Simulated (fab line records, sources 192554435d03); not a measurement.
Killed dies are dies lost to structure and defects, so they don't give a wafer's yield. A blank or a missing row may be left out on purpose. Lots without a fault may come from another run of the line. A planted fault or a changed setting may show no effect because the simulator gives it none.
Tool commonality check | flow n5_finfet | 10 lots, 30 wafers sampled

WHY IT WAS OPENED
At N5_BEOL_M6_INSPECT_58 the reading raw_defect_count is flagged on 3 of 10 lots. Wafers without a fault read 70, standard deviation 25.
Rule: a lot is flagged when every wafer of it that has a number lies more than 4 standard deviations from that mean, or none has a number. The other lots count as sound.

lot  | measured     | on                | raw_defect_count, wafer by wafer | flag
L428 | day 9 20:52  | defect_inspect-01 | 51 54 77                         |
L429 | day 10 00:26 | defect_inspect-01 | 71 69 60                         |
L432 | day 10 14:25 | defect_inspect-02 | 64 57 57                         |
L433 | day 10 15:06 | defect_inspect-02 | 661 669 642                      | FLAGGED
L434 | day 11 02:46 | defect_inspect-02 | 686 621 686                      | FLAGGED
L437 | day 12 01:41 | defect_inspect-01 | 570 538 591                      | FLAGGED
L443 | day 13 11:32 | defect_inspect-01 | 53 39 39                         |
L445 | day 13 21:41 | defect_inspect-01 | 90 80 58                         |
L446 | day 14 10:56 | defect_inspect-01 | 44 42 41                         |
L448 | day 14 16:53 | defect_inspect-02 | 78 53 34                         |
The numbers of the flagged lots are 629 on average: +559 against the usual, or +22 standard deviations.

WHICH TOOL RAN EACH LOT
The record holds 3 process steps before the reading, out of a route of 1938 steps. In each cell: the tool, then ch and the chambers that the sampled wafers went through, then the start.
lot  | flag    | N5_BEOL_M6_STRIP_80                           | N5_BEOL_M6_ALD_77                   | N5_BEOL_M6_PRE_CLEAN_55
L428 |         | rie_diel-06 ch 0,2, day 9 18:43 or earlier    | ald_metal-01 ch 0,1,2, day 9 18:43  | pecvd-04 ch 0,1,2, day 9 20:45
L429 |         | rie_diel-05 ch 2,3, day 9 22:39 or earlier    | ald_metal-03 ch 0,1, day 9 22:39    | pecvd-02 ch 1,2, day 10 00:19
L432 |         | rie_diel-01 ch 0,2,3, day 10 12:36 or earlier | ald_metal-04 ch 0,1, day 10 12:36   | pecvd-04 ch 0,2, day 10 14:17
L433 | FLAGGED | rie_diel-01 ch 0,3, day 10 13:29 or earlier   | ald_metal-01 ch 1,2, day 10 13:29   | pecvd-04 ch 1,2, day 10 14:59
L434 | FLAGGED | rie_diel-05 ch 1,2,3, day 11 01:04 or earlier | ald_metal-03 ch 0,1,2, day 11 01:04 | pecvd-04 ch 0,1, day 11 02:39
L437 | FLAGGED | rie_diel-05 ch 0,1,2, day 11 22:34 or earlier | ald_metal-01 ch 0,1,2, day 11 22:34 | pecvd-04 ch 0,1,2, day 12 01:34
L443 |         | rie_diel-06 ch 0,1,2, day 13 09:23 or earlier | ald_metal-04 ch 0,1,3, day 13 09:23 | pecvd-03 ch 1,2, day 13 11:23
L445 |         | rie_diel-06 ch 1,2, day 13 17:51 or earlier   | ald_metal-04 ch 2,3, day 13 17:51   | pecvd-03 ch 1,2, day 13 21:32
L446 |         | rie_diel-01 ch 0,1,2, day 14 08:44 or earlier | ald_metal-04 ch 1,2,3, day 14 08:44 | pecvd-02 ch 0,1, day 14 10:49
L448 |         | rie_diel-06 ch 0,1, day 14 14:17 or earlier   | ald_metal-04 ch 1,2,3, day 14 14:17 | pecvd-02 ch 0,2, day 14 16:46
What these steps do:
- N5_BEOL_M6_STRIP_80: strips in N2/H2, time 10 s.
- N5_BEOL_M6_ALD_77: deposits TaN, target thk 2 nm, pulse time 2 s, purge time 3 s.
- N5_BEOL_M6_PRE_CLEAN_55: time 15 s.
- N5_BEOL_M6_INSPECT_58: inspects for defects (darkfield).

FLAGGED OVER TOTAL, TOOL BY TOOL (the gauges that took the reading come last)
step                    | tool              | lots run | flagged | share of the flagged lots | sound lots run after its first flagged lot
N5_BEOL_M6_STRIP_80     | rie_diel-01       | 3        | 1       | some                      | 1 (L446)
N5_BEOL_M6_STRIP_80     | rie_diel-05       | 3        | 2       | some                      | 0
N5_BEOL_M6_STRIP_80     | rie_diel-06       | 4        | 0       | none                      | -
N5_BEOL_M6_ALD_77       | ald_metal-01      | 3        | 2       | some                      | 0
N5_BEOL_M6_ALD_77       | ald_metal-03      | 2        | 1       | some                      | 0
N5_BEOL_M6_ALD_77       | ald_metal-04      | 5        | 0       | none                      | -
N5_BEOL_M6_PRE_CLEAN_55 | pecvd-02          | 3        | 0       | none                      | -
N5_BEOL_M6_PRE_CLEAN_55 | pecvd-03          | 2        | 0       | none                      | -
N5_BEOL_M6_PRE_CLEAN_55 | pecvd-04          | 5        | 3       | all                       | 0
N5_BEOL_M6_INSPECT_58   | defect_inspect-01 | 6        | 1       | some                      | 3 (L443,L445,L446)
N5_BEOL_M6_INSPECT_58   | defect_inspect-02 | 4        | 2       | some                      | 1 (L448)
N5_BEOL_M6_STRIP_80 gives no start for some lots, so the hours and the order of its lots are those of N5_BEOL_M6_ALD_77.

WHAT THE TABLE ALLOWS
1 row of the table ran every flagged lot: pecvd-04 at N5_BEOL_M6_PRE_CLEAN_55.
- pecvd-04 at N5_BEOL_M6_PRE_CLEAN_55: 3 of its 5 lots flagged. Its last sound lot is L432 (day 10 14:17), its first flagged lot L433 (day 10 14:59): a fault that began between those two fits.
One tool is left: pecvd-04 at N5_BEOL_M6_PRE_CLEAN_55.

WHAT THE SIMULATOR HAD PUT IN
Chamber particle source: pecvd-04, from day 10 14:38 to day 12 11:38, at N5_BEOL_M6_PRE_CLEAN_55. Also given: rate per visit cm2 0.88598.
Lots struck among those shown: L433, L434, L437. The rule above found the same.
